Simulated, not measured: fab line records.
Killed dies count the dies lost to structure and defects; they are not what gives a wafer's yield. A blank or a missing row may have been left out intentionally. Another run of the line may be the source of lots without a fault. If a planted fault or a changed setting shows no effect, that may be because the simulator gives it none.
Which tool is to blame? | flow nandHarc | 66 wafers from 22 lots sampled at 6 of the route's 1159 steps

## WHAT THE GAUGES SHOWED, per wafer
The record lacks any reading of a measuring or inspecting step that a usual standard deviation could be used to judge.

## WHAT TOOL EACH LOT RAN ON (gives the tool, then ch and the chambers of the sampled wafers, and finally the start)
lot  | NHARC_A_STAIRCASE_ETCH_294                   | NHARC_A_STAIRCASE_DESCUM_443      | NHARC_A_STAIRCASE_STRIP_446         | NHARC_A_STAIRCASE_DEP_471       | NHARC_A_SGD_CUT_ETCH_59       | NHARC_A_SGD_CUT_ETCH_15
L076 | rieDiel-02 ch 1,3, day 13 18:08 or earlier   | rieDiel-11 ch 0,1,2, day 13 18:08 | plasmaAsher-02 ch 0,1, day 13 20:30 | pecvd-03 ch 0,1,2, day 13 22:29 | rieDiel-04 ch 0,1, no start   | rieDiel-04 ch 0,2, no start
L075 | rieDiel-11 ch 0,1,3, day 13 18:34 or earlier | rieDiel-03 ch 0,2,3, day 13 18:34 | plasmaAsher-02 ch 0,1, day 13 20:58 | pecvd-03 ch 0,1,2, day 13 22:58 | rieDiel-06 ch 1,2,3, no start | rieDiel-06 ch 0,2,3, no start
L074 | rieDiel-02 ch 0,2, day 13 23:58 or earlier   | rieDiel-11 ch 0,1,3, day 13 23:58 | plasmaAsher-02 ch 0,1, day 14 02:17 | pecvd-03 ch 1,2, day 14 04:18   | rieDiel-05 ch 0,1, no start   | rieDiel-05 ch 0,1,2, no start
L078 | rieDiel-02 ch 0,2,3, day 14 18:50 or earlier | rieDiel-03 ch 0,1,2, day 14 18:50 | plasmaAsher-02 ch 0,1, day 14 22:46 | pecvd-03 ch 0,1, day 15 00:43   | rieDiel-05 ch 0,2, no start   | rieDiel-05 ch 1,2, no start
L077 | rieDiel-11 ch 0,2,3, day 14 14:35 or earlier | rieDiel-02 ch 0,3, day 14 14:35   | plasmaAsher-02 ch 0,1, day 14 16:59 | pecvd-01 ch 0,1,2, day 14 19:20 | rieDiel-05 ch 0,1,2, no start | rieDiel-05 ch 0,2, no start
L080 | rieDiel-03 ch 0,1, day 14 18:47 or earlier   | rieDiel-03 ch 1,2, day 14 18:47   | plasmaAsher-01 ch 0,1, day 14 21:19 | pecvd-03 ch 0,1,2, day 14 23:17 | rieDiel-05 ch 0,1,2, no start | rieDiel-05 ch 0,1,2, no start
L079 | rieDiel-03 ch 0,1,2, day 14 19:16 or earlier | rieDiel-11 ch 0,2,3, day 14 19:16 | plasmaAsher-02 ch 0,1, day 14 21:44 | pecvd-01 ch 0,1, day 15 00:08   | rieDiel-06 ch 1,2,3, no start | rieDiel-06 ch 0,2,3, no start
L081 | rieDiel-02 ch 0,1, day 15 07:52 or earlier   | rieDiel-11 ch 0,1,2, day 15 07:52 | plasmaAsher-01 ch 0,1, day 15 10:14 | pecvd-03 ch 1,2, day 15 12:14   | rieDiel-04 ch 1,2,3, no start | rieDiel-04 ch 1,2, no start
L082 | rieDiel-11 ch 0,2,3, day 15 21:07 or earlier | rieDiel-11 ch 1,2,3, day 15 21:07 | plasmaAsher-02 ch 0,1, day 15 23:39 | pecvd-01 ch 0,1, day 16 01:41   | rieDiel-04 ch 1,2,3, no start | rieDiel-04 ch 1,2,3, no start
L084 | rieDiel-03 ch 0,2,3, day 15 21:17 or earlier | rieDiel-03 ch 0,1,2, day 15 21:17 | plasmaAsher-01 ch 0, day 15 23:52   | pecvd-01 ch 1, day 16 01:57     | rieDiel-05 ch 0,1, no start   | rieDiel-05 ch 0,1, no start
L088 | rieDiel-11 ch 2,3, day 16 17:40 or earlier   | rieDiel-11 ch 1,2,3, day 16 17:40 | plasmaAsher-01 ch 0,1, day 16 20:06 | pecvd-02 ch 0,1,2, day 16 22:04 | rieDiel-05 ch 0,2,3, no start | rieDiel-05 ch 1,2,3, no start
L085 | rieDiel-11 ch 0,1,2, day 16 17:56 or earlier | rieDiel-02 ch 0,1,3, day 16 17:56 | plasmaAsher-02 ch 0,1, day 16 20:20 | pecvd-03 ch 0,1, day 16 22:20   | rieDiel-06 ch 0,1,3, no start | rieDiel-06 ch 0,1,2, no start
L086 | rieDiel-02 ch 1,2,3, day 17 04:29 or earlier | rieDiel-11 ch 2,3, day 17 04:29   | plasmaAsher-02 ch 0,1, day 17 06:52 | pecvd-01 ch 0,1, day 17 08:54   | rieDiel-04 ch 2,3, no start   | rieDiel-04 ch 0,1,3, no start
L090 | rieDiel-02 ch 1,2,3, day 17 14:41 or earlier | rieDiel-11 ch 0,1,3, day 17 14:41 | plasmaAsher-01 ch 0,1, day 17 17:18 | pecvd-02 ch 0,1,2, day 17 19:17 | rieDiel-06 ch 0,1,3, no start | rieDiel-06 ch 0,1,2, no start
L089 | rieDiel-02 ch 0,3, day 17 14:44 or earlier   | rieDiel-02 ch 0,1,3, day 17 14:44 | plasmaAsher-02 ch 0,1, day 17 18:34 | pecvd-01 ch 0,2, day 17 20:34   | rieDiel-06 ch 0,1,2, no start | rieDiel-06 ch 0,1,3, no start
L087 | rieDiel-03 ch 0,1,2, day 17 14:40 or earlier | rieDiel-02 ch 0,2,3, day 17 14:40 | plasmaAsher-01 ch 0,1, day 17 17:01 | pecvd-01 ch 1,2, day 17 19:13   | rieDiel-04 ch 0,1,2, no start | rieDiel-04 ch 0,1,2, no start
L091 | rieDiel-03 ch 0,2, day 17 14:46 or earlier   | rieDiel-11 ch 0,3, day 17 14:46   | plasmaAsher-01 ch 0,1, day 17 19:03 | pecvd-01 ch 0,1,2, day 17 20:59 | rieDiel-06 ch 0,2,3, no start | rieDiel-06 ch 0,1,3, no start
L092 | rieDiel-11 ch 1,2,3, day 18 07:41 or earlier | rieDiel-03 ch 0,1,2, day 18 07:41 | plasmaAsher-02 ch 0,1, day 18 10:04 | pecvd-02 ch 0,2, day 18 12:03   | rieDiel-04 ch 0,1,3, no start | rieDiel-04 ch 1,2,3, no start
L093 | rieDiel-02 ch 0,1,2, day 18 07:44 or earlier | rieDiel-03 ch 0,3, day 18 07:44   | plasmaAsher-02 ch 0,1, day 18 11:40 | pecvd-02 ch 1,2, day 18 13:32   | rieDiel-04 ch 0,2,3, no start | rieDiel-04 ch 0,1,3, no start
L095 | rieDiel-02 ch 0,1,3, day 18 07:49 or earlier | rieDiel-02 ch 1,2,3, day 18 07:49 | plasmaAsher-02 ch 0,1, day 18 10:29 | pecvd-02 ch 0,1,2, day 18 12:25 | rieDiel-04 ch 0,2,3, no start | rieDiel-04 ch 0,1,3, no start
L094 | rieDiel-03 ch 0,1, day 18 07:46 or earlier   | rieDiel-11 ch 0,1,2, day 18 07:46 | plasmaAsher-01 ch 0,1, day 18 10:07 | pecvd-03 ch 1,2, day 18 12:07   | rieDiel-05 ch 1,3, no start   | rieDiel-05 ch 0,1, no start
L097 | rieDiel-11 ch 0,2,3, day 19 16:47 or earlier | rieDiel-02 ch 1,2,3, day 19 16:47 | plasmaAsher-02 ch 0,1, day 19 19:12 | pecvd-03 ch 0,1,2, day 19 21:16 | rieDiel-06 ch 0,1,2, no start | rieDiel-06 ch 0,1,3, no start
- NHARC_A_STAIRCASE_ETCH_294: etches the open film in C4F8/O2/Ar, target depth 4992 nm, time 1212.4 s.
- NHARC_A_STAIRCASE_DESCUM_443: chemistry O2, time 3 s.
- NHARC_A_STAIRCASE_STRIP_446: strips in O2.
- NHARC_A_STAIRCASE_DEP_471: deposits SiO2, target thk 100 nm.
- NHARC_A_SGD_CUT_ETCH_59: etches the open film in N2/H2, target depth 260 nm, time 406.25 s.
- NHARC_A_SGD_CUT_ETCH_15: etches the open film in CH3F/O2, target depth 75 nm, time 64.3 s.

## AS READ BY THE TOOLS THEMSELVES (means over the sampled wafers that have a number; for cases with no such wafer, the mark the record gives instead)
NHARC_A_STAIRCASE_ETCH_294. Usual: chamberPressureMTorr 24.999 mTorr, standard deviation 0.025; oesProductAu 0.934 a.u., standard deviation 0.011; rfVppV 1827 V, standard deviation 11.
lot  | tool       | chamberPressureMTorr (mTorr) | oesProductAu (a.u.) | rfVppV (V) | flag
L076 | rieDiel-02 | 24.982                       | 0.937               | 1808       | 
L075 | rieDiel-11 | 25.004                       | 0.940               | 1830       | 
L074 | rieDiel-02 | 24.981                       | 0.934               | 1821       | 
L078 | rieDiel-02 | 25.021                       | 0.939               | 1816       | 
L077 | rieDiel-11 | 24.971                       | 0.934               | 1833       | 
L080 | rieDiel-03 | 24.997                       | 0.941               | 1828       | 
L079 | rieDiel-03 | 24.994                       | 0.927               | 1831       | 
L081 | rieDiel-02 | 25.007                       | 0.915               | 1816       | 
L082 | rieDiel-11 | 24.977                       | 0.932               | 1834       | 
L084 | rieDiel-03 | 25.011                       | 0.924               | 1826       | 
L088 | rieDiel-11 | 24.996                       | 0.937               | 1832       | 
L085 | rieDiel-11 | 24.998                       | 0.924               | 1832       | 
L086 | rieDiel-02 | 25.020                       | 0.933               | 1837       | 
L090 | rieDiel-02 | 24.988                       | 0.934               | 1837       | 
L089 | rieDiel-02 | 25.000                       | 0.924               | 1828       | 
L087 | rieDiel-03 | 25.003                       | 0.933               | 1830       | 
L091 | rieDiel-03 | 24.978                       | 0.931               | 1833       | 
L092 | rieDiel-11 | 24.999                       | 0.955               | 1832       | 
L093 | rieDiel-02 | 25.000                       | 0.952               | 1828       | 
L095 | rieDiel-02 | 25.031                       | 0.929               | 1838       | 
L094 | rieDiel-03 | 24.990                       | 0.934               | 1828       | 
L097 | rieDiel-11 | 24.994                       | 0.931               | 1831       | 

NHARC_A_STAIRCASE_DESCUM_443. Usual: chamberPressureMTorr 60.00 mTorr, standard deviation 0.053; drypumpMotorCurrentA 5.8 A, standard deviation 0.36; oesProductAu 1.003 a.u., standard deviation 0.0096; rfVppV 57.7 V, standard deviation 0.93; showerheadPlenumPTorr 1.93 Torr, standard deviation 0.073; throttleValvePct 11.312 %, standard deviation 0.0088.
lot  | tool       | chamberPressureMTorr (mTorr) | drypumpMotorCurrentA (A) | oesProductAu (a.u.) | rfVppV (V) | showerheadPlenumPTorr (Torr) | throttleValvePct (%) | flag
L076 | rieDiel-11 | 59.97                        | 5.8                      | 1.010               | 56.4       | 1.95                         | 11.315               | 
L075 | rieDiel-03 | 59.98                        | 5.8                      | 0.999               | 57.8       | 1.91                         | 11.312               | 
L074 | rieDiel-11 | 60.01                        | 5.8                      | 0.994               | 57.5       | 1.93                         | 11.310               | 
L078 | rieDiel-03 | 59.99                        | 5.8                      | 0.993               | 58.8       | 1.94                         | 11.313               | 
L077 | rieDiel-02 | 60.02                        | 6.4                      | 1.011               | 57.0       | 1.79                         | 11.310               | 
L080 | rieDiel-03 | 60.02                        | 5.7                      | 1.000               | 57.5       | 1.94                         | 11.313               | 
L079 | rieDiel-11 | 59.97                        | 5.7                      | 1.008               | 58.4       | 1.95                         | 11.313               | 
L081 | rieDiel-11 | 59.93                        | 5.8                      | 0.999               | 58.0       | 1.95                         | 11.310               | 
L082 | rieDiel-11 | 59.98                        | 5.6                      | 0.999               | 57.8       | 1.95                         | 11.311               | 
L084 | rieDiel-03 | 59.99                        | 5.8                      | 1.002               | 57.9       | 1.93                         | 11.313               | 
L088 | rieDiel-11 | 59.99                        | 5.6                      | 0.996               | 57.8       | 1.95                         | 11.313               | 
L085 | rieDiel-02 | 60.00                        | 6.0                      | 0.999               | 57.9       | 2.00                         | 11.317               | 
L086 | rieDiel-11 | 59.99                        | 5.5                      | 1.001               | 58.3       | 1.95                         | 11.309               | 
L090 | rieDiel-11 | 59.97                        | 5.8                      | 1.006               | 57.5       | 1.92                         | 11.312               | 
L089 | rieDiel-02 | 59.99                        | 6.0                      | 1.000               | 57.9       | 2.00                         | 11.309               | 
L087 | rieDiel-02 | 60.03                        | 6.1                      | 1.009               | 58.2       | 1.92                         | 11.314               | 
L091 | rieDiel-11 | 59.99                        | 5.7                      | 0.999               | 57.6       | 1.93                         | 11.317               | 
L092 | rieDiel-03 | 60.05                        | 5.8                      | 1.002               | 57.7       | 1.93                         | 11.305               | 
L093 | rieDiel-03 | 60.04                        | 5.8                      | 1.001               | 56.9       | 1.85                         | 11.305               | 
L095 | rieDiel-02 | 59.99                        | 5.7                      | 1.008               | 57.9       | 2.00                         | 11.309               | 
L094 | rieDiel-11 | 60.01                        | 5.8                      | 1.012               | 56.5       | 1.94                         | 11.309               | 
L097 | rieDiel-02 | 60.01                        | 5.7                      | 1.011               | 58.0       | 1.99                         | 11.320               | 

NHARC_A_STAIRCASE_STRIP_446. Usual: drypumpMotorCurrentA 5.6 A, standard deviation 0.44; heaterPowerW 310 W, standard deviation 15.
lot  | tool           | drypumpMotorCurrentA (A) | heaterPowerW (W) | flag
L076 | plasmaAsher-02 | 5.5                      | 301              | 
L075 | plasmaAsher-02 | 5.9                      | 305              | 
L074 | plasmaAsher-02 | 5.5                      | 297              | 
L078 | plasmaAsher-02 | 5.8                      | 305              | 
L077 | plasmaAsher-02 | 5.8                      | 306              | 
L080 | plasmaAsher-01 | 5.6                      | 319              | 
L079 | plasmaAsher-02 | 5.8                      | 304              | 
L081 | plasmaAsher-01 | 5.6                      | 314              | 
L082 | plasmaAsher-02 | 5.8                      | 308              | 
L084 | plasmaAsher-01 | 5.7                      | 295              | 
L088 | plasmaAsher-01 | 5.5                      | 315              | 
L085 | plasmaAsher-02 | 5.9                      | 318              | 
L086 | plasmaAsher-02 | 5.5                      | 308              | 
L090 | plasmaAsher-01 | 5.5                      | 320              | 
L089 | plasmaAsher-02 | 5.5                      | 310              | 
L087 | plasmaAsher-01 | 5.6                      | 314              | 
L091 | plasmaAsher-01 | 5.5                      | 313              | 
L092 | plasmaAsher-02 | 5.8                      | 323              | 
L093 | plasmaAsher-02 | 5.8                      | 323              | 
L095 | plasmaAsher-02 | 5.5                      | 317              | 
L094 | plasmaAsher-01 | 5.6                      | 306              | 
L097 | plasmaAsher-02 | 5.9                      | 317              | 

NHARC_A_STAIRCASE_DEP_471. Usual: heaterPowerW 548 W, standard deviation 110; throttleValvePct 16.4 %, standard deviation 0.52.
lot  | tool     | heaterPowerW (W) | throttleValvePct (%) | flag
L076 | pecvd-03 | 517              | 16.4                 | 
L075 | pecvd-03 | 506              | 16.4                 | 
L074 | pecvd-03 | 443              | 16.7                 | 
L078 | pecvd-03 | 519              | 16.5                 | 
L077 | pecvd-01 | 613              | 16.5                 | 
L080 | pecvd-03 | 506              | 16.7                 | 
L079 | pecvd-01 | 591              | 16.7                 | 
L081 | pecvd-03 | 420              | 16.3                 | 
L082 | pecvd-01 | 590              | 17.0                 | 
L084 | pecvd-01 | 523              | 16.9                 | 
L088 | pecvd-02 | 531              | 15.7                 | 
L085 | pecvd-03 | 573              | 16.9                 | 
L086 | pecvd-01 | 675              | 17.0                 | 
L090 | pecvd-02 | 496              | 15.6                 | 
L089 | pecvd-01 | 605              | 16.5                 | 
L087 | pecvd-01 | 550              | 16.7                 | 
L091 | pecvd-01 | 596              | 16.7                 | 
L092 | pecvd-02 | 484              | 16.0                 | 
L093 | pecvd-02 | 505              | 15.5                 | 
L095 | pecvd-02 | 494              | 16.0                 | 
L094 | pecvd-03 | 491              | 16.9                 | 
L097 | pecvd-03 | 536              | 16.7                 | 

NHARC_A_SGD_CUT_ETCH_59. Usual: chamberPressureMTorr 30.000 mTorr, standard deviation 0.027; drypumpMotorCurrentA 5.7 A, standard deviation 0.69; oesProductAu 0.999 a.u., standard deviation 0.011; rfVppV 430 V, standard deviation 3; showerheadPlenumPTorr 2.02 Torr, standard deviation 0.11; throttleValvePct 14.171 %, standard deviation 0.0087.
lot  | tool       | chamberPressureMTorr (mTorr) | drypumpMotorCurrentA (A) | oesProductAu (a.u.) | rfVppV (V) | showerheadPlenumPTorr (Torr) | throttleValvePct (%) | flag
L076 | rieDiel-04 | 29.990                       | 5.7                      | 1.006               | 428        | 1.94                         | 14.173               | 
L075 | rieDiel-06 | 30.022                       | 6.1                      | 1.001               | 431        | 2.06                         | 14.173               | 
L074 | rieDiel-05 | 30.007                       | 5.8                      | 1.000               | 431        | 2.06                         | 14.172               | 
L078 | rieDiel-05 | 29.985                       | 4.7                      | 0.995               | 428        | 1.93                         | 14.167               | 
L077 | rieDiel-05 | 29.992                       | 5.2                      | 1.005               | 430        | 1.99                         | 14.170               | 
L080 | rieDiel-05 | 30.032                       | 5.3                      | 0.999               | 429        | 1.99                         | 14.170               | 
L079 | rieDiel-06 | 30.000                       | 6.1                      | 1.001               | 431        | 2.06                         | 14.173               | 
L081 | rieDiel-04 | 30.013                       | 5.8                      | 1.011               | 430        | 2.03                         | 14.169               | 
L082 | rieDiel-04 | 29.982                       | 5.8                      | 1.002               | 431        | 2.03                         | 14.157               | 
L084 | rieDiel-05 | 30.015                       | 5.8                      | 1.002               | 430        | 2.06                         | 14.170               | 
L088 | rieDiel-05 | 30.000                       | 5.3                      | 1.002               | 428        | 1.97                         | 14.170               | 
L085 | rieDiel-06 | 30.015                       | 6.4                      | 0.998               | 431        | 2.05                         | 14.177               | 
L086 | rieDiel-04 | 30.004                       | 5.4                      | 1.000               | 433        | 2.09                         | 14.161               | 
L090 | rieDiel-06 | 30.004                       | 6.4                      | 0.993               | 431        | 2.05                         | 14.168               | 
L089 | rieDiel-06 | 29.970                       | 6.1                      | 0.998               | 431        | 2.06                         | 14.170               | 
L087 | rieDiel-04 | 30.016                       | 5.9                      | 1.009               | 428        | 1.94                         | 14.177               | 
L091 | rieDiel-06 | 29.988                       | 6.2                      | 0.987               | 433        | 2.12                         | 14.177               | 
L092 | rieDiel-04 | 29.999                       | 5.7                      | 1.005               | 430        | 2.03                         | 14.174               | 
L093 | rieDiel-04 | 30.029                       | 5.4                      | 0.997               | 429        | 2.00                         | 14.167               | 
L095 | rieDiel-04 | 29.999                       | 5.4                      | 0.993               | 429        | 2.00                         | 14.177               | 
L094 | rieDiel-05 | 29.992                       | 6.4                      | 0.995               | 431        | 2.09                         | 14.172               | 
L097 | rieDiel-06 | 29.987                       | 6.1                      | 0.988               | 431        | 2.06                         | 14.169               | 

NHARC_A_SGD_CUT_ETCH_15. Usual: chamberPressureMTorr 24.995 mTorr, standard deviation 0.023; drypumpMotorCurrentA 5.8 A, standard deviation 0.69; oesProductAu 0.959 a.u., standard deviation 0.016; rfVppV 263.6 V, standard deviation 1.9; showerheadPlenumPTorr 2.44 Torr, standard deviation 0.12; throttleValvePct 20.662 %, standard deviation 0.0096.
lot  | tool       | chamberPressureMTorr (mTorr) | drypumpMotorCurrentA (A) | oesProductAu (a.u.) | rfVppV (V) | showerheadPlenumPTorr (Torr) | throttleValvePct (%) | flag
L076 | rieDiel-04 | 24.993                       | 5.4                      | 0.959               | 261.7      | 2.31                         | 20.671               | 
L075 | rieDiel-06 | 25.004                       | 6.1                      | 0.958               | 266.4      | 2.55                         | 20.659               | 
L074 | rieDiel-05 | 24.985                       | 5.3                      | 0.963               | 263.0      | 2.40                         | 20.668               | 
L078 | rieDiel-05 | 25.005                       | 5.8                      | 0.968               | 264.3      | 2.48                         | 20.661               | 
L077 | rieDiel-05 | 24.989                       | 4.7                      | 0.956               | 261.9      | 2.33                         | 20.657               | 
L080 | rieDiel-05 | 24.981                       | 5.3                      | 0.968               | 263.5      | 2.40                         | 20.662               | 
L079 | rieDiel-06 | 25.007                       | 6.1                      | 0.951               | 264.4      | 2.55                         | 20.664               | 
L081 | rieDiel-04 | 25.012                       | 6.0                      | 0.943               | 261.2      | 2.34                         | 20.653               | 
L082 | rieDiel-04 | 24.995                       | 5.8                      | 0.941               | 264.4      | 2.45                         | 20.657               | 
L084 | rieDiel-05 | 25.001                       | 5.3                      | 0.971               | 262.7      | 2.40                         | 20.670               | 
L088 | rieDiel-05 | 24.989                       | 5.8                      | 0.978               | 262.8      | 2.45                         | 20.665               | 
L085 | rieDiel-06 | 25.020                       | 6.1                      | 0.969               | 264.8      | 2.49                         | 20.659               | 
L086 | rieDiel-04 | 24.988                       | 5.7                      | 0.973               | 264.1      | 2.45                         | 20.663               | 
L090 | rieDiel-06 | 24.989                       | 6.1                      | 0.963               | 263.3      | 2.49                         | 20.667               | 
L089 | rieDiel-06 | 24.991                       | 6.4                      | 0.956               | 264.0      | 2.47                         | 20.665               | 
L087 | rieDiel-04 | 24.983                       | 5.9                      | 0.965               | 262.3      | 2.34                         | 20.661               | 
L091 | rieDiel-06 | 25.030                       | 6.4                      | 0.944               | 263.9      | 2.47                         | 20.668               | 
L092 | rieDiel-04 | 24.986                       | 5.8                      | 0.930               | 263.3      | 2.45                         | 20.661               | 
L093 | rieDiel-04 | 25.002                       | 5.7                      | 0.973               | 263.0      | 2.45                         | 20.669               | 
L095 | rieDiel-04 | 25.006                       | 5.7                      | 0.935               | 263.7      | 2.45                         | 20.664               | 
L094 | rieDiel-05 | 24.991                       | 5.3                      | 0.968               | 262.6      | 2.40                         | 20.667               | 
L097 | rieDiel-06 | 24.959                       | 6.4                      | 0.940               | 264.0      | 2.47                         | 20.661               | 

## THE ANSWER, worked out from the rows above alone
Rule: take the mean of a lot's wafers that have a number; if it is more than 3 standard deviations from the usual mean, the lot is off. A lot without any number at a reading at which 4 lots or more have one is off too. Where the step has rows for the other lots, those lots are counted as sound. First the gauges in route order, then the tools' own readings, where a lot's mean is used as printed above. At the first step where some lot is off, the reading lying furthest off is the one used; lots without a number count as furthest.
No lot is off at any reading shown: from this, nothing can be told.

## WHAT THE SIMULATOR PUT IN
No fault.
